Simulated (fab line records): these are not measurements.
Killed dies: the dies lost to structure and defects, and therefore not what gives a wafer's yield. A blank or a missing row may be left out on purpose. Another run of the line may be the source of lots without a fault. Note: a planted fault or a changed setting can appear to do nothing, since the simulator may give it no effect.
fab line records	flow n5-finfet
record lots=10	wafers=30	last-day=18
route steps=1938 shown BEOL_M4@1111 BEOL_M6@1248 PASSIVATION@1936
lots that met no fault: from a run of the same line without faults
start-h: hours from the record's first day to the start of the lot's first wafer shown	wait-h: hours from the lot's prior step to this one	" unchanged from the row above	L1.1+2: a single row standing in for several wafers	- value missing, or start not given	* or withheld: withheld	< > ~ a bound
route shown NAME@n: names a module that has steps shown in the file, with the first one's number in the route	usual: the fault-free wafers' mean and standard deviation	same: alike in all rows	chamber/n: place in a boat	sites: per-site readings	_std_site: standard deviation across them	_edge_site: mean of outer sites minus mean of inner sites	radius-mm: how far each site lies from the wafer's centre	mask NAME#n: copy n	behind: tool/chamber where the wafer was last shaped	hold: cause of the lot's hold/its duration in hours/its outcome	device: the n, p or np transistor that did not switch	end of line: at the end of the route, the tests of the same wafers	where a step has no rows: the recipe by itself	killed: dies that structure and defects cost at the first sort, which is not the same as the wafer's yield	map: the dies of a wafer, with x for killed, . for not killed, _ for no die there
set.NAME: the setting as run; set.NAME@STEP: as run at that earlier step	model.NAME: the simulator's own value behind a step, which no gauge read
the route's steps for a sample of lots (tables are steps, rows are wafers)
services: from which hour (start-h, from the record's first day; less than 0 if before it) a tool's chamber was out of use, for how many hours, and why
## steps
# step N5_BEOL_M4_RC_MEAS_101
# usual DIBL_N=36.4/1.2	DIBL_P=36.1/1.6	IOFF_N=0.156/0.024	IOFF_P=0.21/0.031	ION_N=674/11	ION_P=463/6.9	SS_N=71.5/0.5	SS_P=73.2/0.55	VT_N=250.0/2.9	VT_P=-250/3.6
lot.wafer	tool	chamber	start-h	wait-h	DIBL_N[mV/V]	DIBL_P[mV/V]	IOFF_N[nA/um]	IOFF_P[nA/um]	ION_N[uA/um]	ION_P[uA/um]	SS_N[mV/dec]	SS_P[mV/dec]	VT_N[mV]	VT_P[mV]
L345.1	prober-01	0	173.74	0.0	37.3	38.3	0.181	0.23	680	469	72.1	73.3	247.3	-250
L345.3	"	0	"	"	38.7	39.4	0.208	0.24	684	464	72.1	73.8	244.2	-249
L345.4	"	0	"	"	36.8	37.6	0.167	0.21	674	459	72.4	73.3	247.0	-251
L347.1	prober-02	0	189.00	0.0	37.3	39.6	0.204	0.26	698	473	72.3	73.9	245.0	-250
L347.2	"	0	"	"	35.2	37.1	0.160	0.22	669	459	71.4	73.7	249.5	-248
L347.5	"	0	"	"	36.6	38.4	0.183	0.24	676	461	71.8	73.5	247.5	-250
L356.2	prober-01	0	242.19	0.2	37.0	35.7	0.143	0.17	665	455	72.0	73.3	250.7	-259
L356.4	"	0	"	"	37.7	36.9	0.156	0.18	684	458	72.1	73.2	249.1	-258
L356.5	"	0	"	"	36.5	35.4	0.135	0.16	667	454	71.4	73.1	252.3	-259
L358.1	prober-02	0	252.63	0.0	37.7	36.7	0.170	0.20	672	455	71.7	74.1	250.4	-252
L358.5	"	0	"	"	35.5	34.2	0.130	0.16	667	460	70.6	73.1	253.5	-256
L358.6	"	0	"	"	35.6	34.6	0.140	0.17	671	460	71.4	73.3	252.1	-254
L360.1	prober-01	0	257.99	0.0	35.7	34.8	0.138	0.19	668	461	70.4	73.1	249.6	-249
L360.4	"	0	"	"	35.9	35.4	0.143	0.21	668	461	71.3	72.7	248.5	-250
L360.5	"	0	"	"	36.2	35.9	0.145	0.21	669	466	71.4	72.7	249.6	-248
L362.2	prober-01	0	276.94	0.2	37.7	36.7	0.175	0.25	679	467	71.8	73.3	247.2	-247
L362.3	"	0	"	"	37.7	37.1	0.186	0.26	688	470	71.7	74.1	247.7	-247
L362.4	"	0	"	"	36.4	34.8	0.149	0.22	661	463	71.0	73.3	250.1	-248
L361.4	prober-01	0	283.16	0.5	33.6	34.5	0.101	0.16	653	455	70.5	73.0	258.6	-256
L361.5	"	0	"	"	34.9	36.2	0.126	0.18	663	460	71.2	72.9	253.7	-254
L361.6	"	0	"	"	34.4	35.3	0.112	0.17	657	457	70.8	72.4	257.3	-256
L363.1	prober-02	0	284.30	0.0	34.0	34.0	0.129	0.18	667	467	71.0	73.1	252.9	-249
L363.4	"	0	"	"	34.5	35.2	0.134	0.20	670	467	71.1	72.5	249.4	-250
L363.5	"	0	"	"	34.4	33.8	0.120	0.18	660	459	70.2	72.6	251.6	-250
L364.2	prober-02	0	300.99	0.2	37.2	36.8	0.152	0.20	674	464	71.7	72.6	251.9	-254
L364.4	"	0	"	"	35.7	34.9	0.127	0.18	669	462	71.3	72.5	253.1	-254
L364.6	"	0	"	"	36.0	34.9	0.134	0.18	681	464	71.2	72.6	253.8	-255
L365.1	prober-02	0	314.63	0.0	37.1	37.7	0.179	0.23	668	464	71.8	74.1	247.6	-249
L365.5	"	0	"	"	36.2	36.1	0.154	0.20	657	455	71.2	73.4	252.0	-253
L365.6	"	0	"	"	36.1	36.2	0.154	0.20	670	460	71.6	73.5	250.1	-253
# step N5_BEOL_M6_CURE_75
# recipe temp-c=370	time-s=120	ambient=DMADMS/He	material=SiCOH_lowk
# usual lamp-power-pct=52.31/0.054	wafer_temp_C_max=372.0/0.51
lot.wafer	tool	chamber	start-h	wait-h	lamp-power-pct	wafer_temp_C_max
L345.1	uv-cure-01	2	191.03	0.3	52.28	371.5
L345.3	"	2	"	"	52.29	371.6
L345.4	"	2	"	"	52.31	371.2
L347.1	uv-cure-02	0	204.58	0.0	52.36	371.9
L347.2	"	0	"	"	52.27	371.9
L347.5	"	0	"	"	52.18	371.9
L356.2	uv-cure-01	1	259.40	0.2	52.32	372.1
L356.4	"	1	"	"	52.25	371.7
L356.5	"	1	"	"	52.28	372.1
L358.1	uv-cure-01	0	270.79	0.0	52.35	372.4
L358.5	"	0	"	"	52.28	372.9
L358.6	"	0	"	"	52.36	371.7
L360.1	uv-cure-02	2	275.21	0.0	52.32	371.5
L360.4	"	2	"	"	52.32	371.6
L360.5	"	2	"	"	52.35	372.3
L362.2	uv-cure-01	1	291.37	0.1	52.27	371.2
L362.3	"	1	"	"	52.39	371.7
L362.4	"	1	"	"	52.43	371.6
L361.4	uv-cure-02	2	299.06	0.2	52.29	372.2
L361.5	"	2	"	"	52.27	371.8
L361.6	"	2	"	"	52.37	371.8
L363.1	uv-cure-01	0	305.92	0.0	52.37	371.7
L363.4	"	0	"	"	52.27	371.9
L363.5	"	0	"	"	52.28	371.4
L364.2	uv-cure-03	0	320.79	0.1	52.43	372.1
L364.4	"	0	"	"	52.19	371.5
L364.6	"	0	"	"	52.36	372.6
L365.1	uv-cure-02	0	335.12	0.0	52.44	372.3
L365.5	"	0	"	"	52.27	371.6
L365.6	"	0	"	"	52.27	372.2
# step N5_BEOL_M6_ALD_77
# recipe material=TaN	target-thk-a=20	temp-c=275	ald-precursor-family=PDMAT	ald-co-reactant=NH3	pressure-torr=3	carrier-flow-sccm=1500	pulse-time-s=2	purge-time-s=3	co-reactant-purge-time-s=2	co-reactant-pulse-time-s=3	ald-cycles=40	precursor-vessel-temp-c=75	precursor-vessel-pressure-torr=26.25	precursor-vessel-carrier-sccm=1000
# usual heater-power-w=436/54
lot.wafer	tool	chamber	start-h	wait-h	heater-power-w
L345.1	ald-metal-04	2	191.54	0.0	441
L345.3	"	3	"	"	513
L345.4	"	1	"	"	469
L347.1	ald-metal-01	3	206.97	0.0	347
L347.2	"	2	"	"	441
L347.5	"	3	"	"	346
L356.2	ald-metal-02	2	259.90	0.0	353
L356.4	"	3	"	"	396
L356.5	"	2	"	"	356
L358.1	ald-metal-01	1	272.51	0.0	534
L358.5	"	0	"	"	456
L358.6	"	3	"	"	345
L360.1	ald-metal-02	2	275.78	0.0	356
L360.4	"	0	"	"	442
L360.5	"	0	"	"	442
L362.2	ald-metal-04	1	291.86	0.1	455
L362.3	"	2	"	"	442
L362.4	"	3	"	"	524
L361.4	ald-metal-04	1	300.28	0.3	464
L361.5	"	3	"	"	516
L361.6	"	2	"	"	436
L363.1	ald-metal-01	2	306.55	0.0	431
L363.4	"	3	"	"	350
L363.5	"	0	"	"	462
L364.2	ald-metal-01	3	321.77	0.1	352
L364.4	"	1	"	"	523
L364.6	"	3	"	"	347
L365.1	ald-metal-04	0	335.88	0.1	445
L365.5	"	0	"	"	454
L365.6	"	1	"	"	455
# step N5_BEOL_M6_SPUTTER_48
# recipe material=Cu	target-thk-a=100	temp-c=-20	bias-v=60	power-w=26000	chamber-pressure-pa=0.13	time-s=1.667
# usual cathode-dc-power-W=26000/5.1	throttle-valve-pct=30.9/0.8
lot.wafer	tool	chamber	start-h	wait-h	cathode-dc-power-W	throttle-valve-pct
L345.1	pvd-sputter-02	-	192.25	0.3	25997	31.3
L345.3	"	-	"	"	26006	30.4
L345.4	"	-	"	"	25997	31.5
L347.1	pvd-sputter-02	-	207.71	0.1	26002	32.5
L347.2	"	-	"	"	25999	30.9
L347.5	"	-	"	"	26002	31.0
L356.2	pvd-sputter-01	-	260.63	0.1	25997	30.5
L356.4	"	-	"	"	25998	31.2
L356.5	"	-	"	"	26008	30.2
L358.1	pvd-sputter-01	-	273.03	0.1	26001	30.4
L358.5	"	-	"	"	26000	31.8
L358.6	"	-	"	"	26003	30.5
L360.1	pvd-sputter-02	-	276.37	0.1	26007	32.1
L360.4	"	-	"	"	26006	31.3
L360.5	"	-	"	"	25998	31.4
L362.2	pvd-sputter-02	-	293.12	0.3	25991	30.2
L362.3	"	-	"	"	25999	31.1
L362.4	"	-	"	"	26008	32.2
L361.4	pvd-sputter-01	-	301.09	0.0	26002	30.5
L361.5	"	-	"	"	26004	30.8
L361.6	"	-	"	"	26009	31.8
L363.1	pvd-sputter-03	-	307.17	0.1	25999	31.4
L363.4	"	-	"	"	26004	30.4
L363.5	"	-	"	"	25999	31.0
L364.2	pvd-sputter-02	-	322.48	0.1	25993	31.1
L364.4	"	-	"	"	26007	31.3
L364.6	"	-	"	"	25997	31.3
L365.1	pvd-sputter-03	-	337.83	1.3	25997	30.2
L365.5	"	-	"	"	25994	30.1
L365.6	"	-	"	"	25997	30.6
# step N5_BEOL_M6_DEP_56
# recipe material=SiCN	target-thk-a=100	temp-c=withheld	precursor=3MS/NH3	pressure-torr=3	rf-w=202	time-s=17.5
# usual chamber-pressure-Torr=3.000/0.0064	rf-fwd-power-W=199.6/0.98	showerhead-plenum-p-Torr=3.668/0.012	throttle-valve-pct=9.3/0.38
lot.wafer	tool	chamber	start-h	wait-h	chamber-pressure-Torr	rf-fwd-power-W	showerhead-plenum-p-Torr	throttle-valve-pct
L345.1	pecvd-04	1	193.14	0.0	2.995	200.3	3.657	9.0
L345.3	"	1	"	"	2.998	199.9	3.653	9.3
L345.4	"	2	"	"	3.000	202.7	3.649	9.4
L347.1	pecvd-03	1	208.57	0.0	3.017	199.7	3.691	9.3
L347.2	"	0	"	"	3.008	199.0	3.677	9.8
L347.5	"	1	"	"	3.009	199.7	3.684	9.2
L356.2	pecvd-04	0	261.54	0.0	-	-	-	-
L356.4	"	1	"	"	-	-	-	-
L356.5	"	0	"	"	-	-	-	-
L358.1	pecvd-03	1	273.95	0.0	-	-	-	-
L358.5	"	0	"	"	-	-	-	-
L358.6	"	2	"	"	-	-	-	-
L360.1	pecvd-04	2	277.55	0.0	3.023	200.1	3.649	9.2
L360.4	"	2	"	"	3.005	200.2	3.649	9.6
L360.5	"	1	"	"	3.001	199.6	3.654	9.4
L362.2	pecvd-03	1	294.09	0.0	2.994	198.4	3.671	9.2
L362.3	"	2	"	"	3.005	200.1	3.673	9.1
L362.4	"	1	"	"	3.014	199.1	3.674	9.0
L361.4	pecvd-04	1	301.98	0.0	2.995	199.7	3.663	9.0
L361.5	"	0	"	"	2.995	196.7	3.659	9.3
L361.6	"	2	"	"	2.996	200.2	3.650	9.4
L363.1	pecvd-03	0	308.59	0.0	3.004	198.3	3.665	9.9
L363.4	"	0	"	"	2.999	199.6	3.674	9.9
L363.5	"	2	"	"	3.008	199.6	3.677	8.9
L364.2	pecvd-01	2	323.53	0.0	2.991	199.0	3.655	9.0
L364.4	"	0	"	"	2.998	200.3	3.651	8.9
L364.6	"	1	"	"	3.000	201.1	3.675	9.4
L365.1	pecvd-03	2	338.69	0.0	3.001	200.0	3.686	9.2
L365.5	"	1	"	"	2.998	200.3	3.680	9.0
L365.6	"	2	"	"	2.994	200.2	3.678	9.2
# step N5_PASSIVATION_PROBE_49
# usual defect-limited-yield=91.4/1.5	killed_at_M0_to_M3=31/11	killed_at_M4_up=13/5.5	killed-at-contacts=13/6.3	killed-at-front-end=40/13	killed-at-other=3.3/2.6	killed-dies=101/18	killed-on-rim=13/4	killed-open=67/13	killed-short=33/7.9	sort_bin_5_function=5.1/1	sort_bin_6_memory=3.2/0.68	sort-n-pass=1079/18	sort-yield-pct=91.4/1.5
# same gross-dies=1180	killed-at-back-side=0	sort_bin_4_leakage[%]=0	sort_bin_8_speed[%]=0
lot.wafer	tool	chamber	start-h	wait-h	defect-limited-yield[%]	killed_at_M0_to_M3	killed_at_M4_up	killed-at-contacts	killed-at-front-end	killed-at-other	killed-dies	killed-on-rim	killed-open	killed-short	sort_bin_5_function[%]	sort_bin_6_memory[%]	sort-n-pass	sort-yield-pct[%]
L356.2	prober-01	-	337.87	0.1	0	37	1101	11	28	3	1180	152	65	30	97.1	2.9	0	0
L356.4	prober-01	-	337.97	0.2	0	47	1064	25	42	2	1180	152	86	48	95.8	4.1	0	0
L356.5	prober-01	-	338.02	0.2	0	30	1090	22	37	1	1180	152	71	36	95.3	4.2	0	0
L358.1	prober-01	-	354.22	0.0	0	55	1070	12	40	3	1180	152	76	46	95.8	3.6	0	0
L358.5	prober-01	-	354.42	0.2	0	23	1088	16	46	7	1180	152	70	35	96.3	3.2	0	0
L358.6	prober-01	-	354.47	0.3	0	36	1092	11	34	7	1180	152	74	34	96.4	3.2	0	0
# killed by level:class
L356.2 BEOL_M6:area-dep=1085 FIN_SAQP:geometric-particle:open=9 MOL_CONTACT_COAG:geometric-particle:open=9 BEOL_M2:geometric-particle:open=9 FIN_SAQP:geometric-particle:short=7 BEOL_M3:geometric-particle:open=7 BEOL_M4:geometric-particle:open=7 BEOL_M0_SAQP:geometric-particle:open=6
L356.4 BEOL_M6:area-dep=1046 MOL_CONTACT_COAG:geometric-particle:open=14 FIN_SAQP:geometric-particle:open=11 MOL_CONTACT_COAG:geometric-particle:short=11 FIN_SAQP:geometric-particle:short=10 BEOL_M2:geometric-particle:open=10 BEOL_M3:geometric-particle:open=9 BEOL_M0_SAQP:geometric-particle:short=8
L356.5 BEOL_M6:area-dep=1072 MOL_CONTACT_COAG:geometric-particle:open=15 BEOL_M0_SAQP:geometric-particle:open=10 FIN_SAQP:geometric-particle:open=9 BEOL_M4:geometric-particle:open=9 FIN_SAQP:geometric-particle:short=8 MOL_CONTACT_COAG:geometric-particle:short=7 BEOL_M0_SAQP:geometric-particle:short=6
L358.1 BEOL_M6:area-dep=1058 BEOL_M0_SAQP:geometric-particle:short=18 BEOL_M0_SAQP:geometric-particle:open=16 DUMMY_GATE:geometric-particle:open=9 FIN_SAQP:geometric-particle:short=8 MOL_CONTACT_COAG:geometric-particle:open=8 BEOL_M2:geometric-particle:open=8 BEOL_M3:geometric-particle:open=6
L358.5 BEOL_M6:area-dep=1075 STI_FIN_REVEAL:geometric-particle:open=14 MOL_CONTACT_COAG:geometric-particle:open=12 FIN_SAQP:geometric-particle:short=11 BEOL_M3:geometric-particle:open=8 DUMMY_GATE:geometric-particle:open=5 BEOL_M4:geometric-particle:open=5 MOL_CONTACT_COAG:geometric-particle:short=4
L358.6 BEOL_M6:area-dep=1069 FIN_SAQP:geometric-particle:short=12 MOL_CONTACT_COAG:geometric-particle:open=10 BEOL_M2:geometric-particle:open=9 BEOL_M0_SAQP:geometric-particle:open=6 BEOL_M0:geometric-particle:open=6 BEOL_M3:geometric-particle:short=5 BEOL_M4:geometric-particle:open=5
## services
tool	chamber	start-h	hours	kind
pecvd-04	0	190.36	5.5	scheduled-down
ald-metal-01	0	212.99	3.4	repair
uv-cure-03	-	213.10	1.4	repair
pecvd-01	2	220.00	-	clean
ald-metal-02	1	229.45	7.2	repair
uv-cure-02	-	231.35	0.9	repair
uv-cure-01	-	234.10	7.5	pm
pecvd-04	2	234.50	16.5	scheduled-down
uv-cure-03	-	244.42	7.1	pm
pecvd-01	0	249.50	5.5	scheduled-down
pecvd-03	-	254.41	2.8	pm
uv-cure-02	-	260.00	7.5	pm
uv-cure-01	-	271.15	0.8	repair
uv-cure-02	-	283.03	0.3	repair
ald-metal-02	0	296.44	26.8	repair
pecvd-01	-	296.54	5.5	pm
pecvd-03	1	304.93	5.0	scheduled-down
ald-metal-01	0	312.69	5.3	repair
uv-cure-02	-	323.36	7.1	pm
pecvd-01	1	337.81	2.1	scheduled-down
## key
first-sign step=N5_BEOL_M6_DEP_56	reading=tool-record	direction=missing
effect step=N5_PASSIVATION_PROBE_49	reading=killed_at_M4_up	direction=up	sigmas=99+	usual=13	struck=1084
more-kills-born-at N5_BEOL_M6_DEP_56@pecvd-04=3203	N5_BEOL_M6_DEP_56@pecvd-03=3202
met-at N5_BEOL_M6_DEP_56
struck-lots L356,L358
later-rows-left-out L356.2,L356.4,L356.5,L358.1,L358.5,L358.6
not-acting-at N5_BEOL_M6_CURE_75,N5_BEOL_M6_ALD_77,N5_BEOL_M6_SPUTTER_48
onset-between 208.57 261.54
fault kind=skipped-step-whole	tool=pecvd-03,pecvd-04	chamber=-	onset-h=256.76	steps=N5_BEOL_M6_DEP_56	scope=struck-lots-only
# later-rows-left-out: the simulator's readings of these wafers behind a module that went badly wrong aren't trusted and aren't shown, but for the sort
